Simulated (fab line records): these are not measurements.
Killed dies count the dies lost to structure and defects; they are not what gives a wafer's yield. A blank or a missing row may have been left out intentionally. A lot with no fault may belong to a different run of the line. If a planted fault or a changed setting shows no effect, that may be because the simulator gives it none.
fab line records ; flow nand-harc
record: lots: 12; wafers: 36; last-day: 34
route steps=1302 shown P_ZERO_WELL@29 P_STI@87
lots that met no fault: taken from a fault-free run of the same line
start-h: hours from the record's first day to the start of the lot's first wafer shown ; wait-h: hours from the lot's prior step to this one ; " as in the row above ; L1.1+2: a single row standing in for several wafers ; - no value present, or no start provided ; * or withheld: withheld ; < > ~ a bound
route shown NAME@n: a module of which the file shows steps, and the number in the route of the first ; usual: average and standard deviation across the fault-free wafers ; same: alike in all rows ; chamber/n: place in a boat ; sites: the reading at each site ; _std_site: how widely they spread, as a standard deviation ; _edge_site: the outer-site mean with the inner-site mean subtracted ; radius-mm: how far each site lies from the wafer's centre ; mask NAME#n: copy n ; behind: the last tool/chamber to shape the wafer ; hold: reason for holding the lot/hours on hold/outcome of the hold ; device: which transistor (n, p or np) failed to switch ; end of line: tests of these same wafers at the route's end ; a step without rows: its recipe alone ; killed: dies that structure and defects cost at the first sort, which is not the same as the wafer's yield ; map: a wafer's dies, marking killed ones x, the rest . and places with no die _
set.NAME: the setting that was run; set.NAME@STEP: the one run at that earlier step ; model.NAME: the simulator's own value behind a step, which no gauge read
steps of the route over a sample of lots; a table a step, a row a wafer
services: when a tool's chamber went out of use (start-h, in hours from the record's first day, below 0 if earlier), for how many hours, and the reason
== steps ==
step: NHARC_P_ZERO_WELL_CD_MEAS_24
recipe: target-cd-nm: 720; landing-energy-ev: 500
usual: cd-nm: 718.6/1.7
lot.wafer;tool;chamber;start-h;wait-h;cd-nm
L886.4;cd-sem-02;0;32.63;-;721.1
L886.5;cd-sem-02;0;32.63;-;719.8
L886.6;cd-sem-02;0;32.63;-;720.5
L888.1;cd-sem-03;0;52.61;-;717.8
L888.3;cd-sem-03;0;52.61;-;719.2
L888.5;cd-sem-03;0;52.61;-;718.1
L889.3;cd-sem-03;0;62.59;-;717.0
L889.5;cd-sem-03;0;62.59;-;719.7
L889.6;cd-sem-03;0;62.59;-;717.9
L890.2;cd-sem-02;0;72.98;-;719.7
L890.4;cd-sem-02;0;72.98;-;718.2
L890.6;cd-sem-02;0;72.98;-;722.0
L893.1;cd-sem-01;0;102.74;-;716.9
L893.3;cd-sem-01;0;102.74;-;717.9
L893.5;cd-sem-01;0;102.74;-;715.6
L901.3;cd-sem-01;0;182.48;-;720.2
L901.5;cd-sem-01;0;182.48;-;720.0
L901.6;cd-sem-01;0;182.48;-;718.8
L903.1;cd-sem-02;0;202.51;-;717.2
L903.2;cd-sem-02;0;202.51;-;716.6
L903.3;cd-sem-02;0;202.51;-;719.0
L904.4;cd-sem-01;0;212.99;-;720.0
L904.5;cd-sem-01;0;212.99;-;721.2
L904.6;cd-sem-01;0;212.99;-;722.5
L905.3;cd-sem-03;0;222.59;-;717.3
L905.5;cd-sem-03;0;222.59;-;718.2
L905.6;cd-sem-03;0;222.59;-;720.6
L906.1;cd-sem-02;0;232.46;-;717.8
L906.2;cd-sem-02;0;232.46;-;716.3
L906.6;cd-sem-02;0;232.46;-;719.8
L907.1;cd-sem-02;0;242.49;-;714.8
L907.2;cd-sem-02;0;242.49;-;715.3
L907.6;cd-sem-02;0;242.49;-;718.2
L908.3;cd-sem-03;0;252.50;-;719.3
L908.4;cd-sem-03;0;252.50;-;718.4
L908.5;cd-sem-03;0;252.50;-;721.9
step: NHARC_P_ZERO_WELL_EXPOSE_49
recipe: na: 0.6; target-cd-nm: 2000; dose-mj: 22.64; mask-id: P_HVPW
same: na: 0.6
lot.wafer;tool;chamber;start-h;wait-h;mask
L886.4+5+6;krf-scanner-03;0;35.76;-;P_HVPW#0
L888.1+3+5;krf-scanner-01;0;55.63;-;P_HVPW#0
L889.3+5+6;krf-scanner-03;0;65.71;-;P_HVPW#0
L890.2+4+6;krf-scanner-01;0;76.11;-;P_HVPW#0
L893.1+3+5;krf-scanner-01;0;105.60;-;P_HVPW_R1#0
L901.3+5+6;krf-scanner-01;0;185.50;-;P_HVPW#0
L903.1+2+3;krf-scanner-01;0;205.50;-;P_HVPW#0
L904.4+5+6;krf-scanner-01;0;216.01;-;P_HVPW#0
L905.3+5+6;krf-scanner-04;0;225.73;-;P_HVPW#0
L906.1+2+6;krf-scanner-01;0;235.45;-;P_HVPW#0
L907.1+2+6;krf-scanner-01;0;245.49;-;P_HVPW#0
L908.3+4+5;krf-scanner-04;0;255.53;-;P_HVPW#0
step: NHARC_P_ZERO_WELL_CD_MEAS_52
recipe: target-cd-nm: 2000; landing-energy-ev: 500
usual: cd-nm: 1999.5/1.6
lot.wafer;tool;chamber;start-h;wait-h;cd-nm
L886.4;cd-sem-02;0;35.90;-;1998.9
L886.5;cd-sem-02;0;35.90;-;1998.2
L886.6;cd-sem-02;0;35.90;-;2000.9
L888.1;cd-sem-02;0;55.79;-;1998.8
L888.3;cd-sem-02;0;55.79;-;1999.6
L888.5;cd-sem-02;0;55.79;-;2002.8
L889.3;cd-sem-02;0;65.86;-;1999.0
L889.5;cd-sem-02;0;65.86;-;2000.3
L889.6;cd-sem-02;0;65.86;-;1998.7
L890.2;cd-sem-03;0;76.26;-;1997.8
L890.4;cd-sem-03;0;76.26;-;2002.0
L890.6;cd-sem-03;0;76.26;-;1999.8
L893.1;cd-sem-03;0;105.76;-;1981.3
L893.3;cd-sem-03;0;105.76;-;1983.9
L893.5;cd-sem-03;0;105.76;-;1983.1
L901.3;cd-sem-03;0;185.65;-;1998.2
L901.5;cd-sem-03;0;185.65;-;2000.6
L901.6;cd-sem-03;0;185.65;-;1999.5
L903.1;cd-sem-03;0;205.66;-;2003.1
L903.2;cd-sem-03;0;205.66;-;1998.3
L903.3;cd-sem-03;0;205.66;-;1998.6
L904.4;cd-sem-01;0;216.16;-;2000.6
L904.5;cd-sem-01;0;216.16;-;1997.4
L904.6;cd-sem-01;0;216.16;-;2000.6
L905.3;cd-sem-03;0;225.88;-;1999.7
L905.5;cd-sem-03;0;225.88;-;1998.9
L905.6;cd-sem-03;0;225.88;-;2000.7
L906.1;cd-sem-01;0;235.60;-;1999.3
L906.2;cd-sem-01;0;235.60;-;1998.4
L906.6;cd-sem-01;0;235.60;-;1999.1
L907.1;cd-sem-03;0;245.64;-;1999.6
L907.2;cd-sem-03;0;245.64;-;2001.3
L907.6;cd-sem-03;0;245.64;-;2001.3
L908.3;cd-sem-03;0;255.68;-;1996.9
L908.4;cd-sem-03;0;255.68;-;2001.8
L908.5;cd-sem-03;0;255.68;-;2000.3
step: NHARC_P_ZERO_WELL_DESCUM_54
recipe: time-s: 3; o2-flow-sccm: 200; ar-flow-sccm: 0; bias-power-w: 0; chemistry: O2
usual: drypump-motor-current-A: 5.8/0.44; oes-product-au: 1.001/0.01; rf-vpp-V: 57.7/0.88; showerhead-plenum-p-Torr: 1.90/0.09; throttle-valve-pct: 11.312/0.0095
lot.wafer;tool;chamber;start-h;wait-h;drypump-motor-current-A;oes-product-au;rf-hours-counter-h;rf-vpp-V;showerhead-plenum-p-Torr;throttle-valve-pct
L886.4;rie-diel-10;0;36.09;-;5.5;1.015;46;58.0;1.87;11.314
L886.5;rie-diel-10;3;36.09;-;5.5;1.019;-;56.9;1.86;11.309
L886.6;rie-diel-10;0;36.09;-;5.5;1.000;-;58.3;1.88;11.320
L888.1;rie-diel-08;1;55.96;-;6.6;1.017;8;57.8;1.91;11.306
L888.3;rie-diel-08;2;55.96;-;6.6;0.995;8;57.8;2.03;11.309
L888.5;rie-diel-08;0;55.96;-;5.9;0.998;-;58.0;2.07;11.314
L889.3;rie-diel-07;2;68.60;-;6.2;1.002;38;55.7;1.79;11.299
L889.5;rie-diel-07;0;68.60;-;6.0;0.991;-;56.5;1.82;11.315
L889.6;rie-diel-07;1;68.60;-;5.3;1.006;-;59.3;2.01;11.302
L890.4;rie-diel-10;0;76.44;-;5.5;0.997;0;58.4;1.87;11.317
L890.2;rie-diel-10;1;76.44;-;5.3;0.987;0;58.0;1.97;11.323
L890.6;rie-diel-10;3;76.44;-;5.4;1.015;-;57.8;1.85;11.318
L893.1;rie-diel-08;0;105.92;-;6.0;1.002;24;58.2;2.07;11.290
L893.3;rie-diel-08;3;105.92;-;5.6;1.019;28;59.2;1.87;11.321
L893.5;rie-diel-08;1;105.92;-;6.6;1.006;-;58.0;1.91;11.324
L901.3;rie-diel-10;1;185.81;-;5.3;0.999;36;57.5;1.96;11.313
L901.6;rie-diel-10;1;185.81;-;5.3;0.997;-;58.2;1.96;11.322
L901.5;rie-diel-10;2;185.81;-;5.6;1.024;-;57.8;1.82;11.335
L903.2;rie-diel-08;2;205.86;-;6.5;1.007;1;57.7;2.02;11.309
L903.1;rie-diel-08;3;205.86;-;5.7;0.995;1;57.8;1.86;11.313
L903.3;rie-diel-08;1;205.86;-;6.6;1.024;1;57.5;1.90;11.312
L904.4;rie-diel-07;2;216.32;-;6.1;1.011;26;57.3;1.78;11.338
L904.6;rie-diel-07;1;216.32;-;5.3;1.010;-;57.0;1.99;11.313
L904.5;rie-diel-07;2;216.32;-;6.1;1.004;-;56.2;1.78;11.300
L905.3;rie-diel-10;1;226.05;-;5.3;0.982;46;58.0;1.95;11.308
L905.6;rie-diel-10;0;226.05;-;5.5;0.989;-;57.1;1.86;11.303
L905.5;rie-diel-10;1;226.05;-;5.3;0.984;-;57.5;1.96;11.329
L906.2;rie-diel-08;0;235.76;-;5.9;0.990;17;58.9;2.05;11.310
L906.1;rie-diel-08;2;235.76;-;6.5;1.001;13;57.2;2.01;11.314
L906.6;rie-diel-08;1;235.76;-;6.6;0.994;-;57.8;1.90;11.314
L907.2;rie-diel-07;1;245.80;-;5.3;0.997;40;57.3;1.99;11.308
L907.1;rie-diel-07;0;245.80;-;6.0;0.996;41;58.4;1.80;11.316
L907.6;rie-diel-07;0;245.80;-;6.0;0.993;-;58.6;1.80;11.312
L908.4;rie-diel-08;3;255.85;-;5.7;0.991;21;58.6;1.85;11.314
L908.3;rie-diel-08;0;255.85;-;6.0;0.985;24;59.0;2.05;11.313
L908.5;rie-diel-08;2;255.85;-;6.5;0.996;-;57.7;2.01;11.314
step: NHARC_P_STI_DESCUM_14
recipe: time-s: 3; o2-flow-sccm: 200; ar-flow-sccm: 0; bias-power-w: 0; chemistry: O2
usual: drypump-motor-current-A: 5.7/0.45; oes-product-au: 1.003/0.012; rf-vpp-V: 57.8/0.89; showerhead-plenum-p-Torr: 1.92/0.076; throttle-valve-pct: 11.312/0.009
lot.wafer;tool;chamber;start-h;wait-h;drypump-motor-current-A;oes-product-au;rf-hours-counter-h;rf-vpp-V;showerhead-plenum-p-Torr;throttle-valve-pct
L886.4;rie-diel-13;3;54.17;-;5.3;0.996;2;59.0;1.98;11.308
L886.6;rie-diel-13;0;54.17;-;6.4;0.985;-;58.9;1.85;11.315
L886.5;rie-diel-13;1;54.17;-;5.8;1.006;-;59.1;2.00;11.334
L888.1;rie-diel-12;2;75.21;-;5.0;0.998;10;57.5;1.83;11.308
L888.3;rie-diel-12;0;75.21;-;5.1;0.991;9;56.5;1.95;11.314
L888.5;rie-diel-12;1;75.21;-;5.3;0.999;-;58.8;1.95;11.322
L889.3;rie-diel-13;2;86.26;-;5.2;1.009;4;56.7;1.81;11.310
L889.6;rie-diel-13;1;86.26;-;5.7;0.985;-;58.9;2.00;11.308
L889.5;rie-diel-13;2;86.26;-;5.1;1.001;-;59.5;1.81;11.315
L890.4;rie-diel-13;0;95.91;-;6.4;0.993;5;56.2;1.85;11.318
L890.2;rie-diel-13;1;95.91;-;5.8;0.988;5;58.5;2.00;11.302
L890.6;rie-diel-13;3;95.91;-;5.3;1.010;-;58.6;1.98;11.325
L893.1;rie-diel-12;3;125.91;-;5.5;0.996;2;58.2;2.06;11.312
L893.3;rie-diel-12;0;125.91;-;5.1;1.006;2;57.9;1.95;11.303
L893.5;rie-diel-12;2;125.91;-;5.0;1.018;-;57.9;1.83;11.298
L901.3;rie-diel-03;2;202.85;-;6.3;1.012;7;58.5;1.83;11.312
L901.5;rie-diel-03;2;202.85;-;6.3;1.006;-;59.0;1.83;11.308
L901.6;rie-diel-03;3;202.85;-;5.7;1.030;-;58.4;1.98;11.314
L903.3;rie-diel-03;3;222.69;-;5.7;1.016;8;58.5;1.98;11.310
L903.2;rie-diel-03;0;222.69;-;5.4;1.009;9;58.2;1.96;11.309
L903.1;rie-diel-03;1;222.69;-;6.1;1.019;9;56.6;1.86;11.288
L904.4;rie-diel-03;1;234.31;-;6.1;0.993;10;56.8;1.86;11.325
L904.6;rie-diel-03;3;234.31;-;5.6;1.025;-;57.7;1.98;11.307
L904.5;rie-diel-03;0;234.31;-;5.4;1.005;-;57.5;1.96;11.322
L905.3;rie-diel-03;2;244.18;-;6.4;1.000;11;56.9;1.83;11.319
L905.5;rie-diel-03;2;244.18;-;6.4;1.005;-;56.9;1.83;11.311
L905.6;rie-diel-03;3;244.18;-;5.7;1.024;-;57.9;1.98;11.307
L906.1;rie-diel-03;0;255.31;-;5.5;1.017;12;58.1;1.96;11.296
L906.2;rie-diel-03;2;255.31;-;6.4;1.017;11;57.4;1.83;11.293
L906.6;rie-diel-03;0;255.31;-;5.4;1.025;-;57.4;1.96;11.316
L907.1;rie-diel-03;2;263.59;-;6.3;1.007;12;58.7;1.83;11.315
L907.2;rie-diel-03;1;263.59;-;6.1;0.991;13;58.7;1.86;11.320
L907.6;rie-diel-03;3;263.59;-;5.7;1.022;-;58.0;1.98;11.310
L908.3;rie-diel-03;0;272.31;-;5.5;1.010;14;56.6;1.96;11.314
L908.4;rie-diel-03;2;272.31;-;6.3;1.016;14;57.8;1.83;11.312
L908.5;rie-diel-03;0;272.31;-;5.5;1.019;-;57.3;1.96;11.297
== services ==
tool;chamber;start-h;hours;kind
rie-diel-08;-;15.81;9.0;pm
rie-diel-08;0;32.50;8.0;repair
rie-diel-13;2;44.67;4.5;repair
rie-diel-08;-;48.96;3.4;repair
rie-diel-10;1;52.99;2.4;repair
rie-diel-10;0;55.56;5.0;repair
rie-diel-03;-;56.10;1.3;repair
rie-diel-10;-;65.52;9.0;pm
rie-diel-07;2;81.43;18.9;repair
rie-diel-13;1;87.08;3.6;repair
rie-diel-03;-;104.45;9.0;pm
rie-diel-10;2;104.57;12.0;repair
krf-scanner-01;-;140.00;4.0;pm
krf-scanner-01;-;159.92;0.6;repair
rie-diel-08;0;188.90;2.6;repair
rie-diel-08;-;192.81;9.0;pm
rie-diel-10;1;199.14;7.6;repair
krf-scanner-01;-;204.99;0.1;repair
rie-diel-10;2;207.17;8.8;repair
rie-diel-10;0;214.78;1.6;repair
rie-diel-10;-;228.26;0.7;repair
krf-scanner-01;-;239.54;2.6;repair
rie-diel-10;-;243.02;9.0;pm
rie-diel-08;2;243.10;2.7;repair
== key ==
first-sign: step: NHARC_P_ZERO_WELL_EXPOSE_49; reading: mask; direction: changed
effect: step: NHARC_P_ZERO_WELL_CD_MEAS_52; reading: cd-nm; direction: down; sigmas: 10; usual: 1999.5; struck: 1982.8
met-at NHARC_P_ZERO_WELL_EXPOSE_49
struck-lots L893
tester-left-out L893
not-acting-at NHARC_P_ZERO_WELL_CD_MEAS_24,NHARC_P_ZERO_WELL_DESCUM_54,NHARC_P_STI_DESCUM_14
onset-between 76.11 105.60
fault: kind: wrong-mask; tool: any; chamber: -; onset-h: 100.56; steps: NHARC_P_ZERO_WELL_EXPOSE_49; aux-copy: P_HVPW_R1#0; cd-offset-nm: -13.703; scope: struck-lots-only
tester-left-out: of these lots the tester's yield and bins aren't shown, on N5 and GAA mostly nor the transistor test; their killed dies are dies lost to structure and defects alone, not to doping, threshold or leakage, so they don't give the yield
